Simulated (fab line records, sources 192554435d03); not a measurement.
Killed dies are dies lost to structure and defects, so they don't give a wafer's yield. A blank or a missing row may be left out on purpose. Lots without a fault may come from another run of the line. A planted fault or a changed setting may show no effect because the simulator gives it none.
Chamber matching | flow n5_finfet | N5_BEOL_M12_DEP_53 on pecvd-03: 3 sister chambers
The step deposits SiCN from 3MS/NH3, target thk 30 nm, time 10.5 s. 27 wafers are shown with their chamber, then 12 later ones without.

WAFERS WITH THEIR CHAMBER
wafer  | chamber | throttle_valve_pct (%) | showerhead_plenum_p_Torr (Torr)
L076.1 | 1       | 17.9                   | 4.176
L076.3 | 2       | 17.0                   | 4.172
L076.6 | 2       | 16.9                   | 4.171
L079.1 | 1       | 17.9                   | 4.158
L079.2 | 0       | 17.2                   | 4.153
L079.3 | 2       | 16.9                   | 4.173
L079.4 | 1       | 18.0                   | 4.161
L079.5 | 2       | 17.2                   | 4.167
L079.6 | 0       | 17.0                   | 4.151
L080.1 | 1       | 17.9                   | 4.163
L080.3 | 2       | 16.8                   | 4.171
L080.6 | 2       | 17.0                   | 4.168
L074.1 | 0       | 17.0                   | 4.164
L074.5 | 2       | 17.1                   | 4.169
L074.6 | 0       | 16.7                   | 4.160
L084.1 | 0       | 17.3                   | 4.155
L084.2 | 1       | 17.8                   | 4.158
L084.6 | 0       | 17.1                   | 4.161
L087.1 | 2       | 17.0                   | 4.170
L087.2 | 0       | 16.9                   | 4.152
L087.3 | 1       | 18.1                   | 4.164
L087.4 | 0       | 17.2                   | 4.158
L087.5 | 1       | 17.6                   | 4.160
L087.6 | 2       | 17.1                   | 4.174
L089.1 | 2       | 17.5                   | 4.170
L089.2 | 1       | 17.7                   | 4.159
L089.3 | 0       | 17.1                   | 4.153

SIGNATURES (means of the wafers above)
reading                  | chamber 0 | chamber 1 | chamber 2 | scatter within a chamber
throttle_valve_pct       | 17.056    | 17.863    | 17.050    | 0.181
showerhead_plenum_p_Torr | 4.15633   | 4.16237   | 4.17050   | 0.00436
Rule: a wafer's distance from a chamber is the root of the sum, over the readings, of the square of ((its reading less the chamber's mean) divided by the reading's scatter). The wafer belongs to the nearest chamber; if the next one is less than 2 further off, it can't be placed. The scatter: the root of (the sum of the squares of (reading less its chamber's mean) over the shown wafers, divided by (wafers less chambers)).

WAFERS WITHOUT THEIR CHAMBER
wafer  | throttle_valve_pct (%) | showerhead_plenum_p_Torr (Torr)
L089.4 | 17.0                   | 4.155
L089.5 | 17.0                   | 4.161
L089.6 | 17.8                   | 4.167
L092.3 | 17.8                   | 4.174
L092.4 | 17.5                   | 4.172
L092.6 | 17.2                   | 4.152
L094.1 | 17.8                   | 4.165
L094.2 | 17.3                   | 4.166
L094.3 | 17.3                   | 4.161
L094.4 | 17.5                   | 4.162
L094.5 | 17.7                   | 4.160
L094.6 | 17.4                   | 4.156

WHICH CHAMBER EACH WENT THROUGH
wafer  | from the rows above          | in truth
L089.4 | 0                            | 0
L089.5 | can't be placed: 0 or 2      | 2
L089.6 | 1                            | 1
L092.3 | can't be placed: 1 or 2      | 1
L092.4 | can't be placed: 2 or 1 or 0 | 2
L092.6 | 0                            | 0
L094.1 | 1                            | 1
L094.2 | can't be placed: 2 or 0 or 1 | 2
L094.3 | can't be placed: 0 or 2 or 1 | 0
L094.4 | can't be placed: 1 or 0 or 2 | 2
L094.5 | 1                            | 1
L094.6 | can't be placed: 0 or 1 or 2 | 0
Placed correctly: 5 of 12. Can't be placed from these rows: 7 (the true chamber is among the candidates in 7). Placed wrongly: 0.
